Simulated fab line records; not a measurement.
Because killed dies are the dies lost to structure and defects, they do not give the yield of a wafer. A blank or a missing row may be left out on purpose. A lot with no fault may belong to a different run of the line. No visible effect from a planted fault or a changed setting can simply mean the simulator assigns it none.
Chamber matching :: flow nand_harc :: NHARC_A_STAIRCASE_TRIM_220 on rie_diel-05 has 4 sister chambers
The step chemistry O2, time 211.2 s. 4 wafers are shown with their chamber, then 11 later ones without.

## EACH WAFER AND ITS CHAMBER
wafer: L086.3
chamber: 3
showerhead_plenum_p_Torr (Torr): 3.40

wafer: L088.1
chamber: 1
showerhead_plenum_p_Torr (Torr): 3.32

wafer: L088.4
chamber: 2
showerhead_plenum_p_Torr (Torr): 3.70

wafer: L092.1
chamber: 0
showerhead_plenum_p_Torr (Torr): 3.57

## WAFERS WITH NO CHAMBER GIVEN
wafer: L092.2
showerhead_plenum_p_Torr (Torr): 3.32

wafer: L092.4
showerhead_plenum_p_Torr (Torr): 3.69

wafer: L095.1
showerhead_plenum_p_Torr (Torr): 3.31

wafer: L095.2
showerhead_plenum_p_Torr (Torr): 3.39

wafer: L095.5
showerhead_plenum_p_Torr (Torr): 3.39

wafer: L094.1
showerhead_plenum_p_Torr (Torr): 3.57

wafer: L094.4
showerhead_plenum_p_Torr (Torr): 3.39

wafer: L094.6
showerhead_plenum_p_Torr (Torr): 3.57

wafer: L096.1
showerhead_plenum_p_Torr (Torr): 3.39

wafer: L096.3
showerhead_plenum_p_Torr (Torr): 3.31

wafer: L096.6
showerhead_plenum_p_Torr (Torr): 3.69

## THE CHAMBER EACH PASSED THROUGH
wafer: L092.2
from the rows above: 1
in truth: 1

wafer: L092.4
from the rows above: 2
in truth: 2

wafer: L095.1
from the rows above: 1
in truth: 1

wafer: L095.2
from the rows above: 3
in truth: 3

wafer: L095.5
from the rows above: 3
in truth: 3

wafer: L094.1
from the rows above: 0
in truth: 0

wafer: L094.4
from the rows above: 3
in truth: 3

wafer: L094.6
from the rows above: 0
in truth: 0

wafer: L096.1
from the rows above: 3
in truth: 3

wafer: L096.3
from the rows above: 1
in truth: 1

wafer: L096.6
from the rows above: 2
in truth: 2
11 of 11 placed correctly. From these rows, 0 cannot be placed. 0 placed wrongly.
How it was worked out, from the rows above alone: a wafer's distance from a chamber is the root of the sum, over the readings, of the square of ((its reading less the chamber's mean) divided by the reading's scatter). If the next closest chamber is less than 2 further off than the closest, the wafer can't be placed; otherwise it belongs to the closest. A chamber's mean is the mean of its shown wafers. The scatter: with one shown wafer a chamber, the root of the mean of the squares of how far each hidden wafer lies from its nearest shown one.
